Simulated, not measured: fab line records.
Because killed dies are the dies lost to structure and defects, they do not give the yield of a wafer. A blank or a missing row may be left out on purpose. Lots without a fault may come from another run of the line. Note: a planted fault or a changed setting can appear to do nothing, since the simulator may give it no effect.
Which tool is to blame? -- flow n5_finfet -- 12 lots, 33 wafers sampled, at 4 steps of a route of 1938

WHAT THE GAUGES READ, wafer by wafer
N5_PASSIVATION_CD_MEAS_44: the cd target is 40000 nm. Usual: 39997 nm for cd_nm, sd 4.
lot,measured,on,cd_nm (nm),flag
L149,day 12 11:40,cd_sem-03,40008 39995 40005,
L151,day 12 13:29,cd_sem-03,39986 39994 39990,
L152,day 13 16:11,cd_sem-03,40002 40004 39996,
L153,day 13 16:24,cd_sem-03,39997 39996 39992,
L157,day 14 16:08,cd_sem-03,40004 40003 39993,
L160,day 15 00:41,cd_sem-02,39993 39997 39997,
L158,day 15 05:29,cd_sem-03,39999 40000 40001,
L159,day 15 01:17,cd_sem-02,39993 39990,
L161,day 15 11:22,cd_sem-01,39989 39994,
L163,day 15 23:33,cd_sem-01,39998 39993 39990,
L164,day 16 05:15,cd_sem-02,39998 39993 40002,
L171,day 18 23:02,cd_sem-02,39993 39996,

WHICH TOOL RAN EACH LOT (tool, then ch and the chambers of the sampled wafers, then the start)
lot,N5_BEOL_M5_CVD_47,N5_PASSIVATION_DESCUM_12,N5_PASSIVATION_ETCH_15
L149,"cvd_co-01 ch 1,2, day 8 09:56","rie_diel-05 ch 1,2, day 12 06:32","rie_diel-05 ch 1,2, day 12 11:40 or earlier"
L151,"cvd_co-02 ch 0,1, day 8 18:52","rie_diel-05 ch 0,2,3, day 12 10:10","rie_diel-05 ch 0,2,3, day 12 13:29 or earlier"
L152,"cvd_co-02 ch 0,2, day 9 15:22","rie_diel-06 ch 0,3, day 13 12:44","rie_diel-06 ch 0,3, day 13 16:11 or earlier"
L153,"cvd_co-01 ch 0,1,2, day 9 18:11","rie_diel-05 ch 0,2,3, day 13 12:00","rie_diel-05 ch 0,2,3, day 13 16:24 or earlier"
L157,"cvd_co-02 ch 0,1, day 10 23:02","rie_diel-05 ch 0,1,2, day 14 12:37","rie_diel-05 ch 0,1,2, day 14 16:08 or earlier"
L160,"cvd_co-01 ch 0,2, day 11 04:25","rie_diel-01 ch 0,1, day 14 21:13","rie_diel-01 ch 0,1, day 15 00:41 or earlier"
L158,"cvd_co-02 ch 0,1, day 11 06:58","rie_diel-01 ch 0,1,2, day 15 01:48","rie_diel-01 ch 0,1,2, day 15 05:29 or earlier"
L159,"cvd_co-02 ch 0,1, day 11 07:44","rie_diel-05 ch 0,3, day 14 21:56","rie_diel-05 ch 0,3, day 15 01:17 or earlier"
L161,"cvd_co-01 ch 0,1, day 11 13:04","rie_diel-01 ch 0,1, day 15 08:07","rie_diel-01 ch 0,1, day 15 11:22 or earlier"
L163,"cvd_co-02 ch 0,1,2, day 12 03:32","rie_diel-01 ch 0,1,2, day 15 19:59","rie_diel-01 ch 0,1,2, day 15 23:33 or earlier"
L164,"cvd_co-02 ch 0,1,2, day 12 05:42","rie_diel-06 ch 1,2,3, day 16 01:28","rie_diel-06 ch 1,2,3, day 16 05:15 or earlier"
L171,"cvd_co-01 ch 0,1, day 14 17:50","rie_diel-01 ch 0,2, day 18 19:25","rie_diel-01 ch 0,2, day 18 23:02 or earlier"
- N5_BEOL_M5_CVD_47: deposits Co from CCTBA/H2, target thk 3 nm, time 216 s.
- N5_PASSIVATION_DESCUM_12: chemistry O2, time 7.9 s.
- N5_PASSIVATION_ETCH_15: etches SiCN in CF4/N2, target depth 75 nm, time 81.2 s.

AS READ BY THE TOOLS THEMSELVES (means over the sampled wafers that have a number; for cases with no such wafer, the mark the record gives instead)
N5_PASSIVATION_DESCUM_12. Usual: drypump_motor_current_A 5.6 A, standard deviation 0.31; oes_product_au 0.80 a.u., standard deviation 0.083; rf_vpp_V 243.3 V, standard deviation 1.1; showerhead_plenum_p_Torr 2.11 Torr, standard deviation 0.043; throttle_valve_pct 20.38 %, standard deviation 0.22.
lot,tool,drypump_motor_current_A (A),oes_product_au (a.u.),rf_vpp_V (V),showerhead_plenum_p_Torr (Torr),throttle_valve_pct (%),flag
L149,rie_diel-05,5.4,0.79,243.6,2.11,20.29,
L151,rie_diel-05,5.7,0.74,243.7,2.11,20.46,
L152,rie_diel-06,5.5,0.76,242.9,2.06,20.41,
L153,rie_diel-05,5.7,0.73,243.5,2.11,20.48,
L157,rie_diel-05,5.6,0.77,243.8,2.12,20.34,
L160,rie_diel-01,6.0,0.86,244.1,2.15,20.65,
L158,rie_diel-01,5.8,0.87,243.3,2.12,20.51,
L159,rie_diel-05,5.8,0.82,242.9,2.11,20.36,
L161,rie_diel-01,6.0,0.83,243.8,2.15,20.64,
L163,rie_diel-01,5.8,0.84,242.8,2.12,20.53,
L164,rie_diel-06,5.4,0.78,243.1,2.07,20.40,
L171,rie_diel-01,5.7,0.81,242.8,2.09,20.47,

N5_PASSIVATION_ETCH_15. Usual: drypump_motor_current_A 5.6 A, standard deviation 0.31; mfc_ar_sccm 100.02 sccm, standard deviation 0.27; oes_product_au 0.81 a.u., standard deviation 0.083; rf_vpp_V 382.6 V, standard deviation 1.5; showerhead_plenum_p_Torr 2.22 Torr, standard deviation 0.046; throttle_valve_pct 15.38 %, standard deviation 0.19.
lot,tool,drypump_motor_current_A (A),mfc_ar_sccm (sccm),oes_product_au (a.u.),rf_vpp_V (V),showerhead_plenum_p_Torr (Torr),throttle_valve_pct (%),flag
L149,rie_diel-05,5.4,100.00,0.81,382.5,2.22,15.30,
L151,rie_diel-05,5.7,100.13,0.74,382.1,2.24,15.54,
L152,rie_diel-06,5.5,100.07,0.77,381.4,2.18,15.51,
L153,rie_diel-05,5.7,100.02,0.74,383.1,2.23,15.56,
L157,rie_diel-05,5.6,100.38,0.76,382.8,2.24,15.40,
L160,rie_diel-01,6.0,99.90,0.87,383.8,2.24,15.44,
L158,rie_diel-01,5.7,99.89,0.88,382.8,2.22,15.33,
L159,rie_diel-05,5.8,100.38,0.83,382.2,2.23,15.36,
L161,rie_diel-01,6.0,99.89,0.85,383.5,2.24,15.46,
L163,rie_diel-01,5.8,100.04,0.86,382.1,2.21,15.34,
L164,rie_diel-06,5.4,99.83,0.77,381.7,2.19,15.47,
L171,rie_diel-01,5.7,100.27,0.81,382.6,2.19,15.34,

THE ANSWER, worked out from the rows above alone
Rule: a lot counts as off when the mean over its wafers that have a number is more than 3 standard deviations away from the usual mean. A lot without any number at a reading at which 4 lots or more have one is off too. Where the step has rows for the other lots, those lots are counted as sound. Order of review: gauges by route order, followed by the tools' own readings, for which a lot's mean as printed above is used. The first step at which some lot is off is used, and at that step the reading that is off furthest; a lot without a number counts as furthest.
Across all readings shown, no lot is off: no conclusion can be drawn from this.

WHAT WAS PUT IN BY THE SIMULATOR
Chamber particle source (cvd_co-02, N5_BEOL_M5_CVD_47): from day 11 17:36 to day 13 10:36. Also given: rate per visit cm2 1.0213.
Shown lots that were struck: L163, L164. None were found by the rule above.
